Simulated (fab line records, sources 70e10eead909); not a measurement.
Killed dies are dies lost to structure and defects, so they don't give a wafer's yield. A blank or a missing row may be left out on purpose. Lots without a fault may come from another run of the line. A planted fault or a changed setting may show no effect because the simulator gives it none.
Which tool did it? | flow nand_harc | 10 lots, 30 wafers sampled, at 5 steps of a route of 1159

WHAT THE GAUGES READ, wafer by wafer
NHARC_P_BONDPAD_CD_MEAS_09: target cd 500 nm. Usual: cd_nm 500.1 nm, standard deviation 1.8.
lot  | measured     | on        | cd_nm (nm)        | flag
L586 | day 6 08:59  | cd_sem-01 | 500.5 499.4 501.7 |
L587 | day 6 10:56  | cd_sem-03 | 501.6 497.0 501.3 |
L588 | day 6 22:33  | cd_sem-01 | 496.2 498.9 498.3 |
L589 | day 7 01:57  | cd_sem-02 | 499.1 502.2 501.6 |
L590 | day 7 14:23  | cd_sem-03 | 502.4 502.2 500.4 |
L591 | day 7 15:22  | cd_sem-03 | 500.8 503.8 502.4 |
L592 | day 7 22:38  | cd_sem-02 | 500.0 500.0 502.0 |
L600 | day 9 22:16  | cd_sem-03 | 502.1 503.4 502.2 |
L603 | day 10 18:55 | cd_sem-02 | 501.4 500.1 498.7 |
L605 | day 10 23:40 | cd_sem-03 | 501.3 498.6 500.3 |

NHARC_END_SORT_01. Usual: defect_limited_yield 95.7 %, standard deviation 1.6; killed_at_array 25, standard deviation 9.7; killed_at_other 0.7, standard deviation 0.87; killed_at_periphery 3.3, standard deviation 2.3; killed_dies 29, standard deviation 11; killed_open 3.6, standard deviation 2.1; killed_short 2.3, standard deviation 1.7; sort_bin_2_pct 1.4 %, standard deviation 0.62; sort_bin_3_pct 0.25 %, standard deviation 0.21; sort_bin_4_pct 2.7 %, standard deviation 1; sort_n_pass 648, standard deviation 11; sort_rim_yield_pct 94 %, standard deviation 3.2; sort_yield_pct 95.7 %, standard deviation 1.6.
lot  | measured     | on        | defect_limited_yield (%) | killed_at_array | killed_at_other | killed_at_periphery | killed_dies | killed_open | killed_short | sort_bin_2_pct (%) | sort_bin_3_pct (%) | sort_bin_4_pct (%) | sort_n_pass | sort_rim_yield_pct (%) | sort_yield_pct (%) | flag
L590 | day 20 15:05 | prober-01 | 94.1 94.5 96.6           | 36 32 21        | 0 0 1           | 4 5 1               | 40 37 23    | 8 6 2       | 2 1 1        | 1.9 2.1 1.2        | 0.30 0.30 0.15     | 3.7 3.1 2.1        | 637 640 654 | 86 94 93               | 94.1 94.5 96.6     |
L592 | day 20 05:38 | prober-01 | 95.9 97.6 97.5           | 27 13 17        | 0 0 0           | 1 3 0               | 28 16 17    | 8 3 1       | 4 0 2        | 1.3 0.6 1.3        | 0.15 0.15 0        | 2.7 1.6 1.2        | 649 661 660 | 91 93 97               | 95.9 97.6 97.5     |
L600 | day 22 04:09 | prober-01 | 95.7 94.8 95.3           | 26 29 25        | 0 0 1           | 3 6 6               | 29 35 32    | 4 4 7       | 9 4 4        | 1.0 1.8 1.3        | 0.30 0.44 0.44     | 3.0 3.0 3.0        | 648 642 645 | 90 93 91               | 95.7 94.8 95.3     |
L603 | day 23 22:35 | prober-02 | 93.9 92.9 94.4           | 39 44 35        | 1 0 0           | 1 4 3               | 41 48 38    | 2 6 2       | 1 2 4        | 2.2 2.5 1.9        | 0.44 0.15 0.15     | 3.4 4.4 3.5        | 636 629 639 | 92 91 92               | 93.9 92.9 94.4     |
L605 | day 23 17:59 | prober-01 | 97.5 95.9 97.6           | 15 23 9         | 0 1 1           | 2 4 6               | 17 28 16    | 1 1 1       | 1 5 1        | 0.4 1.3 1.0        | 0.30 0.44 0.15     | 1.8 2.4 1.2        | 660 649 661 | 96 96 98               | 97.5 95.9 97.6     |

WHICH TOOL RAN EACH LOT (tool, then ch and the chambers of the sampled wafers, then the start)
lot  | NHARC_P_BONDPAD_ETCH_24                      | NHARC_P_BONDPAD_DEGAS_25     | NHARC_P_BONDPAD_PVD_17
L586 | rie_diel-05 ch 0,2,3, day 6 10:11 or earlier | pvd_sputter-02, day 6 10:11  | pvd_sputter-02, day 6 10:17
L587 | rie_diel-02 ch 1,2,3, day 6 12:05 or earlier | pvd_sputter-01, day 6 12:05  | pvd_sputter-01, day 6 12:13
L588 | rie_diel-02 ch 0,1,2, day 6 23:41 or earlier | pvd_sputter-02, day 6 23:41  | pvd_sputter-02, day 6 23:49
L589 | rie_diel-03 ch 0,1,3, day 7 03:07 or earlier | pvd_sputter-02, day 7 03:07  | pvd_sputter-02, day 7 03:13
L590 | rie_diel-05 ch 1,2, day 7 15:37 or earlier   | pvd_sputter-02, day 7 15:37  | pvd_sputter-02, day 7 15:44
L591 | rie_diel-02 ch 0,1,3, day 7 16:32 or earlier | pvd_sputter-03, day 7 16:32  | pvd_sputter-03, day 7 16:40
L592 | rie_diel-03 ch 0,1,2, day 7 23:50 or earlier | pvd_sputter-02, day 7 23:50  | pvd_sputter-02, day 7 23:56
L600 | rie_diel-03 ch 0,2,3, day 9 23:26 or earlier | pvd_sputter-03, day 9 23:26  | pvd_sputter-03, day 9 23:35
L603 | rie_diel-02 ch 0,3, day 10 20:08 or earlier  | pvd_sputter-02, day 10 20:08 | pvd_sputter-02, day 10 20:15
L605 | rie_diel-05 ch 1,2, day 11 00:49 or earlier  | pvd_sputter-01, day 11 00:49 | pvd_sputter-01, day 11 00:56
- NHARC_P_BONDPAD_ETCH_24: etches the open film in CF4/N2, target depth 30 nm, time 72.99 s.
- NHARC_P_BONDPAD_DEGAS_25: time 60 s.
- NHARC_P_BONDPAD_PVD_17: deposits TaN, target thk 5 nm, time 8.06 s.

WHAT THE TOOLS THEMSELVES READ (means of the sampled wafers that have a number; where no wafer has one, the mark that the record gives instead)
NHARC_P_BONDPAD_ETCH_24. Usual: chamber_pressure_mTorr 30.001 mTorr, standard deviation 0.029; drypump_motor_current_A 5.7 A, standard deviation 0.47; oes_product_au 0.997 a.u., standard deviation 0.01; rf_fwd_power_W 297.7 W, standard deviation 1; rf_vpp_V 313.7 V, standard deviation 2; showerhead_plenum_p_Torr 2.61 Torr, standard deviation 0.11; throttle_valve_pct 19.793 %, standard deviation 0.0086.
lot  | tool        | chamber_pressure_mTorr (mTorr) | drypump_motor_current_A (A) | oes_product_au (a.u.) | rf_fwd_power_W (W) | rf_vpp_V (V) | showerhead_plenum_p_Torr (Torr) | throttle_valve_pct (%) | flag
L586 | rie_diel-05 | 29.990                         | 5.4                         | 1.008                 | 297.3              | 315.3        | 2.67                            | 19.796                 |
L587 | rie_diel-02 | 30.016                         | 5.7                         | 0.987                 | 298.4              | 312.8        | 2.53                            | 19.788                 |
L588 | rie_diel-02 | 30.022                         | 5.8                         | 0.991                 | 299.4              | 313.2        | 2.58                            | 19.791                 |
L589 | rie_diel-03 | 30.001                         | 5.7                         | 0.988                 | 297.1              | 311.5        | 2.50                            | 19.796                 |
L590 | rie_diel-05 | 29.966                         | 6.0                         | 0.993                 | 298.6              | 314.5        | 2.65                            | 19.792                 |
L591 | rie_diel-02 | 29.981                         | 5.7                         | 0.989                 | 298.1              | 313.5        | 2.61                            | 19.789                 |
L592 | rie_diel-03 | 30.023                         | 5.4                         | 0.983                 | 298.1              | 311.5        | 2.49                            | 19.792                 |
L600 | rie_diel-03 | 29.975                         | 5.6                         | 0.997                 | 298.0              | 311.8        | 2.49                            | 19.796                 |
L603 | rie_diel-02 | 29.999                         | 5.7                         | 1.005                 | 298.2              | 313.9        | 2.59                            | 19.793                 |
L605 | rie_diel-05 | 29.968                         | 6.3                         | 0.998                 | 296.8              | 313.9        | 2.63                            | 19.802                 |

NHARC_P_BONDPAD_DEGAS_25. Usual: heater_power_w 471 W, standard deviation 59.
lot  | tool           | heater_power_w (W) | flag
L586 | pvd_sputter-02 | 443                |
L587 | pvd_sputter-01 | 527                |
L588 | pvd_sputter-02 | 449                |
L589 | pvd_sputter-02 | 414                |
L590 | pvd_sputter-02 | 451                |
L591 | pvd_sputter-03 | 454                |
L592 | pvd_sputter-02 | 405                |
L600 | pvd_sputter-03 | 505                |
L603 | pvd_sputter-02 | 392                |
L605 | pvd_sputter-01 | 525                |

NHARC_P_BONDPAD_PVD_17. Usual: throttle_valve_pct 30.3 %, standard deviation 1.1.
lot  | tool           | throttle_valve_pct (%) | flag
L586 | pvd_sputter-02 | 28.9                   |
L587 | pvd_sputter-01 | 30.5                   |
L588 | pvd_sputter-02 | 28.8                   |
L589 | pvd_sputter-02 | 29.5                   |
L590 | pvd_sputter-02 | 29.4                   |
L591 | pvd_sputter-03 | 30.8                   |
L592 | pvd_sputter-02 | 29.1                   |
L600 | pvd_sputter-03 | 31.4                   |
L603 | pvd_sputter-02 | 29.9                   |
L605 | pvd_sputter-01 | 30.1                   |

THE ANSWER, worked out from the rows above alone
Rule: a lot is off if the mean of its wafers that have a number lies more than 3 standard deviations from the usual mean. A lot without any number at a reading at which 4 lots or more have one is off too. The other lots that the step has rows for count as sound. The gauges are gone through in route order, then the tools' own readings, and for those a lot's mean is taken as printed above. The first step at which some lot is off is used, and at that step the reading that is off furthest; a lot without a number counts as furthest.
No lot is off at any reading shown: from this, nothing can be told.

WHAT THE SIMULATOR HAD PUT IN
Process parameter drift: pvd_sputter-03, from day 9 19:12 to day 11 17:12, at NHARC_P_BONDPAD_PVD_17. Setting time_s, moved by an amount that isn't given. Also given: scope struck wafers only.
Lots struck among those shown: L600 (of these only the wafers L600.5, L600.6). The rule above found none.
